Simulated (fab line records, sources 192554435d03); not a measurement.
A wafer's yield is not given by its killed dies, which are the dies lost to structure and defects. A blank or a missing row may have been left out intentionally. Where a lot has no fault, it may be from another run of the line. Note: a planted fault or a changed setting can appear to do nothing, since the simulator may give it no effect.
A sampling plan put to the test || flow n5-finfet || one fab line, 49 faults that these records tell of, each judged on the records of the lots that it struck
The plan consists of the line's own looks: route steps at which the wafer is read by a gauge or an inspection but not changed. A look is open to judgement when struck wafers have a number at it and the file gives its usual mean and standard deviation on fault-free wafers. Caught: the struck wafers' mean, at a look after the fault's first step, is 4 or more of those standard deviations (sigma) away from the usual mean. On the tool: the identical test, applied to the tool's own readings at the steps of the fault. Another recipe on the struck wafers, or a record that is blank for them alone, also counts as caught.

THE FAULTS, as the simulator had put them in
1. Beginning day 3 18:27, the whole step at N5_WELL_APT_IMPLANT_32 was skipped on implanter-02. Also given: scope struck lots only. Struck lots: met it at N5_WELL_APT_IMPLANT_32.
2. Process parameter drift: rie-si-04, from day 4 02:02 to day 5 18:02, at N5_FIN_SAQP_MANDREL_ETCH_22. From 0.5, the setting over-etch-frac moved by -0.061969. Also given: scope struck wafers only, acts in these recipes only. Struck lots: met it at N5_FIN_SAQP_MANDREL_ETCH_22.
3. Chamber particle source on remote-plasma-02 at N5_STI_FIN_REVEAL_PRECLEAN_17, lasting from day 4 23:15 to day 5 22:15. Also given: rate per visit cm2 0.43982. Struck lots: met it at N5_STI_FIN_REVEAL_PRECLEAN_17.
4. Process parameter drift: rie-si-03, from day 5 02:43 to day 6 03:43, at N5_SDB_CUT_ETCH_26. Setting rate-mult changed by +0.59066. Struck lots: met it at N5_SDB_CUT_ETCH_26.
5. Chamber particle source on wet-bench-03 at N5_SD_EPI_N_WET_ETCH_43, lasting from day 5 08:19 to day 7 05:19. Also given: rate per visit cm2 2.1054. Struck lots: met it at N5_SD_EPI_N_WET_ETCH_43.
6. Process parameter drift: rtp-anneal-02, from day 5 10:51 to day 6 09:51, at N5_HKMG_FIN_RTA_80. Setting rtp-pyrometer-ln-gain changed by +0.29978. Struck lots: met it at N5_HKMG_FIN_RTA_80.
7. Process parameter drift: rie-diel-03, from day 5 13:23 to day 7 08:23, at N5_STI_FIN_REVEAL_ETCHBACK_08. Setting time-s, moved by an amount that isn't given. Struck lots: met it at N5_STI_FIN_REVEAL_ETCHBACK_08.
8. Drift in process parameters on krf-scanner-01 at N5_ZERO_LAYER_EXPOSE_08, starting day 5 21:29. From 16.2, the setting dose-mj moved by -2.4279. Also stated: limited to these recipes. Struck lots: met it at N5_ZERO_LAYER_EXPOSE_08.
9. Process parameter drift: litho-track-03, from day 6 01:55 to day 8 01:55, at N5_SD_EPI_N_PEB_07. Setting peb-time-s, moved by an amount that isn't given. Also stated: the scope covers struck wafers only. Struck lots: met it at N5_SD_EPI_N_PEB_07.
10. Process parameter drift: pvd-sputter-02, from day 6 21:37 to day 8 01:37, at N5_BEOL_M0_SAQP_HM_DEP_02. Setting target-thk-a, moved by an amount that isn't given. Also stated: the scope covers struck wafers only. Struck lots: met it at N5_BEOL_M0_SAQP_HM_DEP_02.
11. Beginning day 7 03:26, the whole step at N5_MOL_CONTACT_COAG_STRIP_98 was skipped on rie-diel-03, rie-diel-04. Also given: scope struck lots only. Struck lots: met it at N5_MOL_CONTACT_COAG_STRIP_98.
12. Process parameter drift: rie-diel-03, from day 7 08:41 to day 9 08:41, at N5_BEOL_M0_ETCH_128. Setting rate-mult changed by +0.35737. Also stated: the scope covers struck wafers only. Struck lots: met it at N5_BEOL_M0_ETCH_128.
13. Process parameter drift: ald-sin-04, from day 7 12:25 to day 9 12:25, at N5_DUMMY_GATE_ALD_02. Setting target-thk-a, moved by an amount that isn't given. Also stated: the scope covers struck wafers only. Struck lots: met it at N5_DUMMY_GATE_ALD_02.
14. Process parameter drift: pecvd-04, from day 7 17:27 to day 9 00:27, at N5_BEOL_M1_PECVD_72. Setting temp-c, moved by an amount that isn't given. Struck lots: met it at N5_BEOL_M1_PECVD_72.
15. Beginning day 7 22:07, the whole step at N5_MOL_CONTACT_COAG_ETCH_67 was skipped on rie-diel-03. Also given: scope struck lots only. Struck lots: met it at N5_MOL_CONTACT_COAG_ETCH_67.
16. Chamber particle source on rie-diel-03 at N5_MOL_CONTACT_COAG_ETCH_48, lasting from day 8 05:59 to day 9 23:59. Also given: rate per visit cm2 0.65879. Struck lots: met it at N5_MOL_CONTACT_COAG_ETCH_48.
17. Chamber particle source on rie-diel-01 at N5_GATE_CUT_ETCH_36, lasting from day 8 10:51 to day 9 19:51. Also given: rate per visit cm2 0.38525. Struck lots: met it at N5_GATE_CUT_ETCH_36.
18. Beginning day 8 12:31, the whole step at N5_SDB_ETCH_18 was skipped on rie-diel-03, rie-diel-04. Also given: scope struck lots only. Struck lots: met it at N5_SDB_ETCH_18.
19. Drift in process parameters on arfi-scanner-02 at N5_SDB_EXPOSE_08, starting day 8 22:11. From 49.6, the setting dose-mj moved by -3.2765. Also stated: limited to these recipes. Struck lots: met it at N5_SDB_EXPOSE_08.
20. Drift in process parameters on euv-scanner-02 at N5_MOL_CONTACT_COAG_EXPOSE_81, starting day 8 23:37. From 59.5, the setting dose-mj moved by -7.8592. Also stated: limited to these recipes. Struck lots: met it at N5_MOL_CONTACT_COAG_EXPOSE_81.
21. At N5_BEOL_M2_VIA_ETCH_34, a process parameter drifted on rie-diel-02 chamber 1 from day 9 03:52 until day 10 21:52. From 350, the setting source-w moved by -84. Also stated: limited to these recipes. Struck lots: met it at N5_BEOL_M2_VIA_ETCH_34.
22. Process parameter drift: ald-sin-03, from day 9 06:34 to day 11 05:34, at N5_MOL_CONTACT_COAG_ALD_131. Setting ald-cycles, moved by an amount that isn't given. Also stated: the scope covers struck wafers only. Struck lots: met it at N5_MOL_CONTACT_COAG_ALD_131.
23. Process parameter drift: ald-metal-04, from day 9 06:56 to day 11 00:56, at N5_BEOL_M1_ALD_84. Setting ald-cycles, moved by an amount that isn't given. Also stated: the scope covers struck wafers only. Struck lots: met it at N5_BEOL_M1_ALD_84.
24. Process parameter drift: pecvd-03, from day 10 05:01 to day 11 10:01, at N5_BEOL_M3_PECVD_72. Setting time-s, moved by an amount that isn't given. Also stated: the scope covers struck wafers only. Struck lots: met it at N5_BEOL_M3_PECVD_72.
25. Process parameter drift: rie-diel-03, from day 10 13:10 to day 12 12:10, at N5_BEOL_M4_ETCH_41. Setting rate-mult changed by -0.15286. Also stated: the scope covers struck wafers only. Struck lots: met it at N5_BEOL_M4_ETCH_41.
26. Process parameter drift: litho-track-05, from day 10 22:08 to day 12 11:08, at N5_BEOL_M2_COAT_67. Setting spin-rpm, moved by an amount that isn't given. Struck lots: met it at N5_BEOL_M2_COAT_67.
27. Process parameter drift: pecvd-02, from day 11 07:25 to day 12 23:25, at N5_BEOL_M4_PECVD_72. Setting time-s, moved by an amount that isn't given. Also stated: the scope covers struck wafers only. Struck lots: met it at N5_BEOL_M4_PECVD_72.
28. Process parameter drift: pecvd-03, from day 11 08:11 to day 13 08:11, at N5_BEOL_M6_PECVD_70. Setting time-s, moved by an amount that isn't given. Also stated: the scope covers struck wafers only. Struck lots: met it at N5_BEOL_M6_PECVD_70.
29. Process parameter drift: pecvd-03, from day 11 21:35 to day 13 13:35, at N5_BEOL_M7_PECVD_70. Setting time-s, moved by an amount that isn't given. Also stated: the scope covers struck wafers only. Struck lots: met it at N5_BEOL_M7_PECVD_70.
30. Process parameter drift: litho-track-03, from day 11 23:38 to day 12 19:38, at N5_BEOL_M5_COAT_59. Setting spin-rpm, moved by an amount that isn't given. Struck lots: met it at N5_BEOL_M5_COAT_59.
31. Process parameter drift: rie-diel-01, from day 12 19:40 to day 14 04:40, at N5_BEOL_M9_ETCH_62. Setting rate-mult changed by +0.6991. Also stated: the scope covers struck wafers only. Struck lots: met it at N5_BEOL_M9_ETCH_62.
32. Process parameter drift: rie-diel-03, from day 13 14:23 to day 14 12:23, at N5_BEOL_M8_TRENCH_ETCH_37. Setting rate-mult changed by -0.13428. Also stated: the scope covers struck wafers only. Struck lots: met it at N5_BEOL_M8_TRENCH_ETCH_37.
33. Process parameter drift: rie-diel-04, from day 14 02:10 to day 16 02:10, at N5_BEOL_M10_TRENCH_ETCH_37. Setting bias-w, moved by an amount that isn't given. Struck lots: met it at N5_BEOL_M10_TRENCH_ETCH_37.
34. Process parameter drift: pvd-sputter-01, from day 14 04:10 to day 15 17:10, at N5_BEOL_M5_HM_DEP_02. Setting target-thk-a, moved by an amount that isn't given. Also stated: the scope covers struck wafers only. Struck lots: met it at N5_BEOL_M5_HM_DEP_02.
35. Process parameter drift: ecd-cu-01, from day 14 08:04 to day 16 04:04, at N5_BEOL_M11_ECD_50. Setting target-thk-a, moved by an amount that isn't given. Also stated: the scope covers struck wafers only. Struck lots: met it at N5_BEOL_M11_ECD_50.
36. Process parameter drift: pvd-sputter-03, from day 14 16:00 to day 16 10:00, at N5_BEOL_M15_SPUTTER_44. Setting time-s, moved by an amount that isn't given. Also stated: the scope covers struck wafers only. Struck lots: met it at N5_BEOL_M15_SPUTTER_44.
37. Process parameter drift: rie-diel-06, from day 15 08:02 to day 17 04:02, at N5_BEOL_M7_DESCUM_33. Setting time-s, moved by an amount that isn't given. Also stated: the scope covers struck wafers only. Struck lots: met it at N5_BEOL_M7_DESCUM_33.
38. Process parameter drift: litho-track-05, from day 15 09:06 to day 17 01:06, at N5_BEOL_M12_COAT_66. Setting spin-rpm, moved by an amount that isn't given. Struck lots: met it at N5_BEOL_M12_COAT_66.
39. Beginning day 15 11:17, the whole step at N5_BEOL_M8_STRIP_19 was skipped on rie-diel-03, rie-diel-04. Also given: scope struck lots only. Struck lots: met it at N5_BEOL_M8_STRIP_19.
40. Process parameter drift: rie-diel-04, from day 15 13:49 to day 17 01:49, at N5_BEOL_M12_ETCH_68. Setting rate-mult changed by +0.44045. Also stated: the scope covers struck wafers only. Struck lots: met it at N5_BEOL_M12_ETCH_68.
41. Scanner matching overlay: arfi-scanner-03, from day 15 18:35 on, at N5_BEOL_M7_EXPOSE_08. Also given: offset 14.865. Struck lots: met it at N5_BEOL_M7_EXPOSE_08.
42. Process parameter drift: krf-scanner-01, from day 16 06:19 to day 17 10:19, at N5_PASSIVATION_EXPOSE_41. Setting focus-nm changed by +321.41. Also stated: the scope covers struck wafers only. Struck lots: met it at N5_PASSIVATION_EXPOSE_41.
43. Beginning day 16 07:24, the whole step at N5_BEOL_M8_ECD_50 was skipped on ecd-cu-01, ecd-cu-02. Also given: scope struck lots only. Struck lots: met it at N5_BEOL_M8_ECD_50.
44. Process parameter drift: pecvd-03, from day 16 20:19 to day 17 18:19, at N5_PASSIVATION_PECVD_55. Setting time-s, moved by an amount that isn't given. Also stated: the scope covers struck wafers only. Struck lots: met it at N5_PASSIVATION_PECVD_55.
45. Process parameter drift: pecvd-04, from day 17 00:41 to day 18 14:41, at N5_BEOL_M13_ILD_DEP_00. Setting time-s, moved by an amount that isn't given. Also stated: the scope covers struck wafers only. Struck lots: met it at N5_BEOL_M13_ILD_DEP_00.
46. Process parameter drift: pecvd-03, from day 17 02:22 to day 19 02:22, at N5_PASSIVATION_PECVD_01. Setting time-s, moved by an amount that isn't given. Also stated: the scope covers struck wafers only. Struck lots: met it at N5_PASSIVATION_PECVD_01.
47. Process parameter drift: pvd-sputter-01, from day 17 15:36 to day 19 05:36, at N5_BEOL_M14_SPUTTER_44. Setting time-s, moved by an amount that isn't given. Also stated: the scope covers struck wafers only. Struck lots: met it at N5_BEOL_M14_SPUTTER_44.
48. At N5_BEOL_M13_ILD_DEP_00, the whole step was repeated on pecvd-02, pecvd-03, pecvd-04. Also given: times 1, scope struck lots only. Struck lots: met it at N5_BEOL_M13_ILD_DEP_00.
49. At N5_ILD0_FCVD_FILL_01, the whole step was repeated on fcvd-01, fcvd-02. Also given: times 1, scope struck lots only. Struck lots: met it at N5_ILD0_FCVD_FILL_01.

WHAT THE PLAN SAW
{"fault": 1, "on the tool itself": "the tool's record is blank for the struck wafers", "first look that catches it": "N5_BEOL_M4_RC_MEAS_101", "reading, sigma": "IOFF_N +99 or beyond", "median hours from its first step to that look": 185.0, "hours from the fault's start to the first struck lot there": 177, "judged looks passed uncaught": 0}
{"fault": 2, "on the tool itself": "under 2 sigma", "first look that catches it": "not the one look that can be judged after it", "reading, sigma": "-", "median hours from its first step to that look": "-", "hours from the fault's start to the first struck lot there": "-", "judged looks passed uncaught": 1}
{"fault": 3, "on the tool itself": "under 2 sigma", "first look that catches it": "N5_STI_FIN_REVEAL_INSPECT_13", "reading, sigma": "raw-defect-count +48", "median hours from its first step to that look": 0.9, "hours from the fault's start to the first struck lot there": 4, "judged looks passed uncaught": 0}
{"fault": 4, "on the tool itself": "only faintly: oes-product-au +2.0 sigma", "first look that catches it": "not the one look that can be judged after it", "reading, sigma": "-", "median hours from its first step to that look": "-", "hours from the fault's start to the first struck lot there": "-", "judged looks passed uncaught": 1}
{"fault": 5, "on the tool itself": "no reading that can be judged", "first look that catches it": "N5_SD_EPI_N_INSPECT_26", "reading, sigma": "raw-defect-count +30", "median hours from its first step to that look": 4.6, "hours from the fault's start to the first struck lot there": 11, "judged looks passed uncaught": 0}
{"fault": 6, "on the tool itself": "no reading that can be judged", "first look that catches it": "N5_BEOL_M4_RC_MEAS_101", "reading, sigma": "IOFF_P_LONG +12", "median hours from its first step to that look": 142.1, "hours from the fault's start to the first struck lot there": 142, "judged looks passed uncaught": 0}
{"fault": 7, "on the tool itself": "under 2 sigma", "first look that catches it": "N5_STI_FIN_REVEAL_FIN_H_MEAS_10", "reading, sigma": "trench-depth-nm -8.9", "median hours from its first step to that look": 3.1, "hours from the fault's start to the first struck lot there": 6, "judged looks passed uncaught": 0}
{"fault": 8, "on the tool itself": "exposure-dose-mJ-cm2 -99 or beyond sigma", "first look that catches it": "N5_ZERO_LAYER_CD_MEAS_11", "reading, sigma": "cd-nm -9.2", "median hours from its first step to that look": 0.2, "hours from the fault's start to the first struck lot there": 3, "judged looks passed uncaught": 0}
{"fault": 9, "on the tool itself": "heater-power-total-W +21 sigma", "first look that catches it": "N5_SD_EPI_N_CD_MEAS_09", "reading, sigma": "cd-nm -13", "median hours from its first step to that look": 0.1, "hours from the fault's start to the first struck lot there": 24, "judged looks passed uncaught": 0}
{"fault": 10, "on the tool itself": "under 2 sigma", "first look that catches it": "none of the 2 looks that can be judged after it", "reading, sigma": "-", "median hours from its first step to that look": "-", "hours from the fault's start to the first struck lot there": "-", "judged looks passed uncaught": 2}
{"fault": 11, "on the tool itself": "no reading that can be judged", "first look that catches it": "no look after it can be judged", "reading, sigma": "-", "median hours from its first step to that look": "-", "hours from the fault's start to the first struck lot there": "-", "judged looks passed uncaught": 0}
{"fault": 12, "on the tool itself": "under 2 sigma", "first look that catches it": "not the one look that can be judged after it", "reading, sigma": "-", "median hours from its first step to that look": "-", "hours from the fault's start to the first struck lot there": "-", "judged looks passed uncaught": 1}
{"fault": 13, "on the tool itself": "under 2 sigma", "first look that catches it": "N5_BEOL_M4_RC_MEAS_101", "reading, sigma": "EOT_P +66", "median hours from its first step to that look": 168.7, "hours from the fault's start to the first struck lot there": 170, "judged looks passed uncaught": 0}
{"fault": 14, "on the tool itself": "susceptor-temp-C +99 or beyond sigma", "first look that catches it": "not the one look that can be judged after it", "reading, sigma": "-", "median hours from its first step to that look": "-", "hours from the fault's start to the first struck lot there": "-", "judged looks passed uncaught": 1}
{"fault": 15, "on the tool itself": "no reading that can be judged", "first look that catches it": "no look after it can be judged", "reading, sigma": "-", "median hours from its first step to that look": "-", "hours from the fault's start to the first struck lot there": "-", "judged looks passed uncaught": 0}
{"fault": 16, "on the tool itself": "under 2 sigma", "first look that catches it": "no look after it can be judged", "reading, sigma": "-", "median hours from its first step to that look": "-", "hours from the fault's start to the first struck lot there": "-", "judged looks passed uncaught": 0}
{"fault": 17, "on the tool itself": "under 2 sigma", "first look that catches it": "no look after it can be judged", "reading, sigma": "-", "median hours from its first step to that look": "-", "hours from the fault's start to the first struck lot there": "-", "judged looks passed uncaught": 0}
{"fault": 18, "on the tool itself": "the tool's record is blank for the struck wafers", "first look that catches it": "no look after it can be judged", "reading, sigma": "-", "median hours from its first step to that look": "-", "hours from the fault's start to the first struck lot there": "-", "judged looks passed uncaught": 0}
{"fault": 19, "on the tool itself": "exposure-dose-mJ-cm2 -51 sigma", "first look that catches it": "N5_SDB_CD_MEAS_11", "reading, sigma": "cd-nm -4.9", "median hours from its first step to that look": 0.1, "hours from the fault's start to the first struck lot there": 3, "judged looks passed uncaught": 0}
{"fault": 20, "on the tool itself": "exposure-dose-mJ-cm2 -76 sigma", "first look that catches it": "N5_MOL_CONTACT_COAG_CD_MEAS_84", "reading, sigma": "cd-nm -8.9", "median hours from its first step to that look": 0.1, "hours from the fault's start to the first struck lot there": 2, "judged looks passed uncaught": 0}
{"fault": 21, "on the tool itself": "rf-fwd-power-W -77 sigma", "first look that catches it": "not the one look that can be judged after it", "reading, sigma": "-", "median hours from its first step to that look": "-", "hours from the fault's start to the first struck lot there": "-", "judged looks passed uncaught": 1}
{"fault": 22, "on the tool itself": "under 2 sigma", "first look that catches it": "no look after it can be judged", "reading, sigma": "-", "median hours from its first step to that look": "-", "hours from the fault's start to the first struck lot there": "-", "judged looks passed uncaught": 0}
{"fault": 23, "on the tool itself": "under 2 sigma", "first look that catches it": "N5_BEOL_M4_RC_MEAS_101", "reading, sigma": "COMB_M1 +6.4", "median hours from its first step to that look": 59.9, "hours from the fault's start to the first struck lot there": 61, "judged looks passed uncaught": 1}
{"fault": 24, "on the tool itself": "under 2 sigma", "first look that catches it": "not the one look that can be judged after it", "reading, sigma": "-", "median hours from its first step to that look": "-", "hours from the fault's start to the first struck lot there": "-", "judged looks passed uncaught": 1}
{"fault": 25, "on the tool itself": "under 2 sigma", "first look that catches it": "not the one look that can be judged after it", "reading, sigma": "-", "median hours from its first step to that look": "-", "hours from the fault's start to the first struck lot there": "-", "judged looks passed uncaught": 1}
{"fault": 26, "on the tool itself": "spin-speed-rpm +99 or beyond sigma", "first look that catches it": "not the one look that can be judged after it", "reading, sigma": "-", "median hours from its first step to that look": "-", "hours from the fault's start to the first struck lot there": "-", "judged looks passed uncaught": 1}
{"fault": 27, "on the tool itself": "under 2 sigma", "first look that catches it": "not the one look that can be judged after it", "reading, sigma": "-", "median hours from its first step to that look": "-", "hours from the fault's start to the first struck lot there": "-", "judged looks passed uncaught": 1}
{"fault": 28, "on the tool itself": "under 2 sigma", "first look that catches it": "no look after it can be judged", "reading, sigma": "-", "median hours from its first step to that look": "-", "hours from the fault's start to the first struck lot there": "-", "judged looks passed uncaught": 0}
{"fault": 29, "on the tool itself": "under 2 sigma", "first look that catches it": "no look after it can be judged", "reading, sigma": "-", "median hours from its first step to that look": "-", "hours from the fault's start to the first struck lot there": "-", "judged looks passed uncaught": 0}
{"fault": 30, "on the tool itself": "spin-speed-rpm -99 or beyond sigma", "first look that catches it": "no look after it can be judged", "reading, sigma": "-", "median hours from its first step to that look": "-", "hours from the fault's start to the first struck lot there": "-", "judged looks passed uncaught": 0}
{"fault": 31, "on the tool itself": "under 2 sigma", "first look that catches it": "N5_BEOL_M9_CD_MEAS_18", "reading, sigma": "cd-nm +4.5", "median hours from its first step to that look": 0.4, "hours from the fault's start to the first struck lot there": 21, "judged looks passed uncaught": 0}
{"fault": 32, "on the tool itself": "under 2 sigma", "first look that catches it": "N5_BEOL_M8_OCD_MEAS_38", "reading, sigma": "trench-depth-nm -7.1", "median hours from its first step to that look": 0.2, "hours from the fault's start to the first struck lot there": 4, "judged looks passed uncaught": 0}
{"fault": 33, "on the tool itself": "bias-w +49 sigma", "first look that catches it": "none of the 2 looks that can be judged after it", "reading, sigma": "strongest: trench-depth-nm at N5_BEOL_M10_OCD_MEAS_38, +3.0", "median hours from its first step to that look": "-", "hours from the fault's start to the first struck lot there": "-", "judged looks passed uncaught": 2}
{"fault": 34, "on the tool itself": "under 2 sigma", "first look that catches it": "no look after it can be judged", "reading, sigma": "-", "median hours from its first step to that look": "-", "hours from the fault's start to the first struck lot there": "-", "judged looks passed uncaught": 0}
{"fault": 35, "on the tool itself": "no reading that can be judged", "first look that catches it": "not the one look that can be judged after it", "reading, sigma": "-", "median hours from its first step to that look": "-", "hours from the fault's start to the first struck lot there": "-", "judged looks passed uncaught": 1}
{"fault": 36, "on the tool itself": "under 2 sigma", "first look that catches it": "not the one look that can be judged after it", "reading, sigma": "-", "median hours from its first step to that look": "-", "hours from the fault's start to the first struck lot there": "-", "judged looks passed uncaught": 1}
{"fault": 37, "on the tool itself": "under 2 sigma", "first look that catches it": "no look after it can be judged", "reading, sigma": "-", "median hours from its first step to that look": "-", "hours from the fault's start to the first struck lot there": "-", "judged looks passed uncaught": 0}
{"fault": 38, "on the tool itself": "spin-speed-rpm +99 or beyond sigma", "first look that catches it": "no look after it can be judged", "reading, sigma": "-", "median hours from its first step to that look": "-", "hours from the fault's start to the first struck lot there": "-", "judged looks passed uncaught": 0}
{"fault": 39, "on the tool itself": "no reading that can be judged", "first look that catches it": "no look after it can be judged", "reading, sigma": "-", "median hours from its first step to that look": "-", "hours from the fault's start to the first struck lot there": "-", "judged looks passed uncaught": 0}
{"fault": 40, "on the tool itself": "only faintly: oes-product-au +2.8 sigma", "first look that catches it": "no look after it can be judged", "reading, sigma": "-", "median hours from its first step to that look": "-", "hours from the fault's start to the first struck lot there": "-", "judged looks passed uncaught": 0}
{"fault": 41, "on the tool itself": "under 2 sigma", "first look that catches it": "N5_BEOL_M7_OVL_MEAS_12", "reading, sigma": "M7_OVL +17", "median hours from its first step to that look": 0.2, "hours from the fault's start to the first struck lot there": 3, "judged looks passed uncaught": 0}
{"fault": 42, "on the tool itself": "no reading that can be judged", "first look that catches it": "N5_PASSIVATION_CD_MEAS_44", "reading, sigma": "cd-nm +6.4", "median hours from its first step to that look": 0.2, "hours from the fault's start to the first struck lot there": 11, "judged looks passed uncaught": 0}
{"fault": 43, "on the tool itself": "no reading that can be judged", "first look that catches it": "no look after it can be judged", "reading, sigma": "-", "median hours from its first step to that look": "-", "hours from the fault's start to the first struck lot there": "-", "judged looks passed uncaught": 0}
{"fault": 44, "on the tool itself": "under 2 sigma", "first look that catches it": "none of the 3 looks that can be judged after it", "reading, sigma": "-", "median hours from its first step to that look": "-", "hours from the fault's start to the first struck lot there": "-", "judged looks passed uncaught": 3}
{"fault": 45, "on the tool itself": "run-length-s +56 sigma", "first look that catches it": "N5_BEOL_M13_THK_MEAS_01", "reading, sigma": "M13_ILD_THK +12", "median hours from its first step to that look": 0.2, "hours from the fault's start to the first struck lot there": 3, "judged looks passed uncaught": 0}
{"fault": 46, "on the tool itself": "under 2 sigma", "first look that catches it": "no look after it can be judged", "reading, sigma": "-", "median hours from its first step to that look": "-", "hours from the fault's start to the first struck lot there": "-", "judged looks passed uncaught": 0}
{"fault": 47, "on the tool itself": "under 2 sigma", "first look that catches it": "no look after it can be judged", "reading, sigma": "-", "median hours from its first step to that look": "-", "hours from the fault's start to the first struck lot there": "-", "judged looks passed uncaught": 0}
{"fault": 48, "on the tool itself": "under 2 sigma", "first look that catches it": "N5_BEOL_M13_THK_MEAS_01", "reading, sigma": "M13_ILD_THK +77", "median hours from its first step to that look": 0.5, "hours from the fault's start to the first struck lot there": "-", "judged looks passed uncaught": 0}
{"fault": 49, "on the tool itself": "under 2 sigma", "first look that catches it": "not the one look that can be judged after it", "reading, sigma": "-", "median hours from its first step to that look": "-", "hours from the fault's start to the first struck lot there": "-", "judged looks passed uncaught": 1}
A dash: the fault isn't caught, or these records don't give the number.

Caught at a look: 17 of 49. Caught on the tool: 13 of 49. By one or the other: 24 of 49.
Caught on the tool alone: faults 14, 18, 21, 26, 30, 33, 38.
Caught at a look alone: faults 3, 5, 6, 7, 13, 23, 31, 32, 41, 42, 48.
Caught by neither: faults 2, 4, 10, 11, 12, 15, 16, 17, 22, 24, 25, 27, 28, 29, 34, 35, 36, 37, 39, 40, 43, 44, 46, 47, 49.

THINNER SAMPLING
If the look that catches a fault measured only every second or every third lot, by lot number, the first struck lot would be measured this late in the worst case:
{"fault": 1, "struck lots at that look, in order of time": "L735, L736", "every lot": "177 h", "every second lot": "206 h", "every third lot": "may miss all 2"}
{"fault": 3, "struck lots at that look, in order of time": "L627, L628, L630", "every lot": "4 h", "every second lot": "10 h", "every third lot": "may miss all 3"}
{"fault": 5, "struck lots at that look, in order of time": "L363, L367", "every lot": "11 h", "every second lot": "may miss all 2", "every third lot": "may miss all 2"}
{"fault": 6, "struck lots at that look, in order of time": "L667, L666", "every lot": "142 h", "every second lot": "150 h", "every third lot": "may miss all 2"}
{"fault": 7, "struck lots at that look, in order of time": "L255, L258", "every lot": "6 h", "every second lot": "24 h", "every third lot": "may miss all 2"}
{"fault": 8, "struck lots at that look, in order of time": "L581, L582, L583, L584", "every lot": "3 h", "every second lot": "9 h", "every third lot": "15 h"}
{"fault": 9, "struck lots at that look, in order of time": "L289, L291", "every lot": "24 h", "every second lot": "may miss all 2", "every third lot": "may miss all 2"}
{"fault": 13, "struck lots at that look, in order of time": "L287, L290", "every lot": "170 h", "every second lot": "193 h", "every third lot": "may miss all 2"}
{"fault": 19, "struck lots at that look, in order of time": "L648, L649", "every lot": "3 h", "every second lot": "11 h", "every third lot": "may miss all 2"}
{"fault": 20, "struck lots at that look, in order of time": "L232, L235", "every lot": "2 h", "every second lot": "26 h", "every third lot": "may miss all 2"}
{"fault": 23, "struck lots at that look, in order of time": "L322, L327", "every lot": "61 h", "every second lot": "85 h", "every third lot": "may miss all 2"}
{"fault": 31, "struck lots at that look, in order of time": "L304", "every lot": "21 h", "every second lot": "may miss it", "every third lot": "may miss it"}
{"fault": 32, "struck lots at that look, in order of time": "L637, L638", "every lot": "4 h", "every second lot": "14 h", "every third lot": "may miss all 2"}
{"fault": 41, "struck lots at that look, in order of time": "L243, L244", "every lot": "3 h", "every second lot": "18 h", "every third lot": "may miss all 2"}
{"fault": 42, "struck lots at that look, in order of time": "L308, L307", "every lot": "11 h", "every second lot": "15 h", "every third lot": "may miss all 2"}
{"fault": 45, "struck lots at that look, in order of time": "L836, L840, L842", "every lot": "3 h", "every second lot": "may miss all 3", "every third lot": "may miss all 3"}
The hour figures run from when the fault began to the first measured lot among those it struck. The limit of 4 sigma was tested on all struck wafers together, so one lot alone may lie under it. Other struck lots may not be in these records.

THE LONGEST TIMED WAY FROM STEP TO LOOK
In fault 1, a median of 185.0 hours elapses between N5_WELL_APT_IMPLANT_32 and N5_BEOL_M4_RC_MEAS_101. No look between them can be judged.
